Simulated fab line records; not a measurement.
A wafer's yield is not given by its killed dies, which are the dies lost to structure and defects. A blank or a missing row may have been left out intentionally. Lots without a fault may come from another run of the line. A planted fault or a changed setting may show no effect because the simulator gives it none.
Matching of chambers | flow nand-harc | pecvd-02 running NHARC_A_STAIRCASE_DEP_259: 3 sister chambers
The step deposits SiON, target thk 30 nm. 6 wafers are shown with their chamber, then 10 later ones without.

WAFERS WITH THEIR CHAMBER
wafer  | chamber | heater-power-w (W)
L087.2 | 1       | 802
L089.2 | 1       | 807
L089.4 | 0       | 737
L089.6 | 2       | 622
L090.1 | 2       | 701
L090.2 | 0       | 711

WAFERS WITHOUT THEIR CHAMBER
wafer  | heater-power-w (W)
L090.4 | 714
L094.1 | 790
L094.3 | 702
L094.5 | 683
L093.2 | 844
L093.3 | 701
L093.5 | 695
L096.1 | 665
L096.5 | 668
L096.6 | 726

WHICH CHAMBER EACH WENT THROUGH
wafer  | from the rows above     | in truth
L090.4 | can't be placed: 0 or 2 | 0
L094.1 | can't be placed: 1 or 0 | 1
L094.3 | can't be placed: 0 or 2 | 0
L094.5 | can't be placed: 2 or 0 | 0
L093.2 | 1                       | 1
L093.3 | can't be placed: 0 or 2 | 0
L093.5 | can't be placed: 0 or 2 | 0
L096.1 | can't be placed: 2 or 0 | 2
L096.5 | can't be placed: 2 or 0 | 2
L096.6 | can't be placed: 0 or 2 | 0
Placed correctly: 1 of 10. Can't be placed from these rows: 9 (the true chamber is among the candidates in 9). 0 placed wrongly.
How it was worked out, from the rows above alone: a wafer's distance from a chamber is the root of the sum, over the readings, of the square of ((its reading less the chamber's mean) divided by the reading's scatter). The wafer belongs to the nearest chamber; if the next one is less than 2 further off, it can't be placed. For every chamber, the mean is computed from those of its wafers that are shown. The scatter: the root of (the sum of the squares of (reading less its chamber's mean) over the shown wafers, divided by (wafers less chambers)).
